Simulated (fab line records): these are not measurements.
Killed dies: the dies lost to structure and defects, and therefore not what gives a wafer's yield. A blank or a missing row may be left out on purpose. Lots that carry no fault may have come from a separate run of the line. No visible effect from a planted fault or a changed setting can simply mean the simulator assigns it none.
Problem report, 8D (eight disciplines) form, completed by code	flow n5Finfet	the parts of the form that need people (team, actions taken, sign-off) are left out

## 1. THE ISSUE
Wafers without a fault read 1500.0 rpm, standard deviation 0.91; spinSpeedRpm at N5_BEOL_M11_COAT_05 reads a mean of 1964.3 rpm on 6 wafers belonging to 2 lots. That is +99 or more standard deviations from the usual mean.
The step: resist thk 90 nm.
Seen first at day 14 09:16 on lithoTrack-05, wafer L124.1. The record has a number at this step for 18 wafers belonging to 6 lots. Rule for "out" (also "out of limits"): further than 4 standard deviations from the usual mean. The other wafers with a number count as sound.

## 2. WHAT IT IS, AND WHAT IT ISN'T
question	is	is not
which readings at this step	spinSpeedRpm	-
which lots	L124, L125	L119, L122, L127, L137
which wafers of those lots	all that have a number	-
read on which tools	lithoTrack-05	lithoTrack-03, lithoTrack-04
when	from day 14 09:16	up to then (6 sound wafers); but 6 sound wafers of L127, L137 came after

## 3. WHAT RULES OUT EACH SUSPECT
Counting: a tool at any process step up to the reading remains a suspect when it ran all the lots that are out and ran no sound lot after the first of those.
- lithoTrack-05 at N5_BEOL_M11_COAT_05 (resist thk 90 nm): kept. It processed each lot that is out, first L124 at day 14 09:16, and no sound lot thereafter; up to then, the last sound lot it processed was L122 at day 13 11:31. Its own spinSpeedRpm readings are out on those wafers.
Left after counting: lithoTrack-05 at N5_BEOL_M11_COAT_05.

## 4. THE CAUSE (what the simulator had put in)
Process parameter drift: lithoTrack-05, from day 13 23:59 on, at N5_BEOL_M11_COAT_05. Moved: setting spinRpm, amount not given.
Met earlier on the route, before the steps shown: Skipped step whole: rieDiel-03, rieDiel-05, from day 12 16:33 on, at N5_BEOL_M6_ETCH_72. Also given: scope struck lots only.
This tool alone remained once counting was done.

## 5. THE CHAIN OF EFFECTS, in route order
Each row: a reading where the mean over the struck wafers with a number is more than 3 standard deviations away from the usual. Readings are gone through only where the record gives a usual standard deviation; hours: the median, over the lots, of the time from a lot's start at the first step in this table giving one to that lot's start at this step; sigmas: the change measured in usual standard deviations.
hours	step	reading	usual	on struck wafers	change	sigmas
0	N5_BEOL_M11_COAT_05	spinSpeedRpm	1500.0 rpm	1964.3	+464.3	+99 or more
The process steps in it:
- N5_BEOL_M11_COAT_05: resist thk 90 nm.
At these later measuring or inspecting steps, every struck wafer for which the step has a row has a number for every such reading, and none has moved that far: N5_BEOL_M11_CD_MEAS_11, N5_BEOL_M11_OVL_MEAS_12, N5_BEOL_M11_INSPECT_13.

## 6. HOW IT WOULD HAVE BEEN CAUGHT EARLIER
First out-of-limits reading in this record: day 14 09:16, which is 9 hours after fault onset at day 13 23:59.
